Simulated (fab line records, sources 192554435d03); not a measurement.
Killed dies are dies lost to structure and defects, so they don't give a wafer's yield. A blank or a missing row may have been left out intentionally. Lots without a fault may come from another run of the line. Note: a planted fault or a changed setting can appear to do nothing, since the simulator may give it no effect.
Chamber matching :: flow n5 finfet :: rie diel-06 running N5_BEOL_M0_SAQP_SPACER2_ETCHBACK_27: 4 sister chambers
The step etches SiO2 in CHF3/O2, target depth 22.5 nm, time 11.25 s. 14 wafers are shown with their chamber, then 7 later ones without.

EACH WAFER AND ITS CHAMBER
wafer: L074.1
chamber: 3
drypump motor current A (A): 6.8
showerhead plenum p Torr (Torr): 2.47
rf vpp V (V): 529

wafer: L074.5
chamber: 3
drypump motor current A (A): 6.8
showerhead plenum p Torr (Torr): 2.47
rf vpp V (V): 527

wafer: L074.6
chamber: 2
drypump motor current A (A): 5.7
showerhead plenum p Torr (Torr): 2.33
rf vpp V (V): 525

wafer: L076.4
chamber: 0
drypump motor current A (A): 5.5
showerhead plenum p Torr (Torr): 2.33
rf vpp V (V): 515

wafer: L076.5
chamber: 1
drypump motor current A (A): 5.3
showerhead plenum p Torr (Torr): 2.46
rf vpp V (V): 531

wafer: L076.6
chamber: 0
drypump motor current A (A): 5.5
showerhead plenum p Torr (Torr): 2.33
rf vpp V (V): 515

wafer: L077.1
chamber: 3
drypump motor current A (A): 6.8
showerhead plenum p Torr (Torr): 2.47
rf vpp V (V): 528

wafer: L077.2
chamber: 1
drypump motor current A (A): 5.4
showerhead plenum p Torr (Torr): 2.46
rf vpp V (V): 531

wafer: L077.6
chamber: 2
drypump motor current A (A): 5.7
showerhead plenum p Torr (Torr): 2.33
rf vpp V (V): 525

wafer: L085.1
chamber: 2
drypump motor current A (A): 5.7
showerhead plenum p Torr (Torr): 2.32
rf vpp V (V): 526

wafer: L085.2
chamber: 3
drypump motor current A (A): 6.8
showerhead plenum p Torr (Torr): 2.47
rf vpp V (V): 529

wafer: L085.4
chamber: 0
drypump motor current A (A): 5.5
showerhead plenum p Torr (Torr): 2.32
rf vpp V (V): 515

wafer: L093.1
chamber: 0
drypump motor current A (A): 5.5
showerhead plenum p Torr (Torr): 2.32
rf vpp V (V): 514

wafer: L093.4
chamber: 2
drypump motor current A (A): 5.7
showerhead plenum p Torr (Torr): 2.31
rf vpp V (V): 525

SIGNATURES, as means of the wafers listed above
reading: drypump motor current A
chamber 0: 5.500
chamber 1: 5.350
chamber 2: 5.700
chamber 3: 6.800
scatter within a chamber: 0.0224

reading: showerhead plenum p Torr
chamber 0: 2.3250
chamber 1: 2.4600
chamber 2: 2.3225
chamber 3: 2.4700
scatter within a chamber: 0.00612

reading: rf vpp V
chamber 0: 514.75
chamber 1: 531.00
chamber 2: 525.25
chamber 3: 528.25
scatter within a chamber: 0.652
Rule: for a wafer and a chamber, the distance is found by dividing, reading by reading, the gap between the wafer's reading and the chamber's mean by the reading's scatter, squaring, summing and taking the root. The wafer belongs to the nearest chamber; if the next one is less than 2 further off, it can't be placed. The scatter: take each reading less its chamber's mean, square it, sum over the shown wafers, divide by the number of wafers less the number of chambers, and take the root.

WAFERS WITHOUT THEIR CHAMBER
wafer: L093.6
drypump motor current A (A): 5.3
showerhead plenum p Torr (Torr): 2.44
rf vpp V (V): 532

wafer: L095.2
drypump motor current A (A): 6.8
showerhead plenum p Torr (Torr): 2.46
rf vpp V (V): 528

wafer: L095.3
drypump motor current A (A): 5.3
showerhead plenum p Torr (Torr): 2.44
rf vpp V (V): 530

wafer: L095.6
drypump motor current A (A): 5.5
showerhead plenum p Torr (Torr): 2.31
rf vpp V (V): 516

wafer: L097.3
drypump motor current A (A): 6.8
showerhead plenum p Torr (Torr): 2.46
rf vpp V (V): 528

wafer: L097.4
drypump motor current A (A): 5.5
showerhead plenum p Torr (Torr): 2.31
rf vpp V (V): 516

wafer: L097.6
drypump motor current A (A): 6.8
showerhead plenum p Torr (Torr): 2.45
rf vpp V (V): 529

WHICH CHAMBER EACH WENT THROUGH
wafer: L093.6
from the rows above: 1
in truth: 1

wafer: L095.2
from the rows above: 3
in truth: 3

wafer: L095.3
from the rows above: 1
in truth: 1

wafer: L095.6
from the rows above: 0
in truth: 0

wafer: L097.3
from the rows above: 3
in truth: 3

wafer: L097.4
from the rows above: 0
in truth: 0

wafer: L097.6
from the rows above: 3
in truth: 3
7 of 7 placed correctly. Left unplaced by these rows: 0. Placed wrongly: 0.
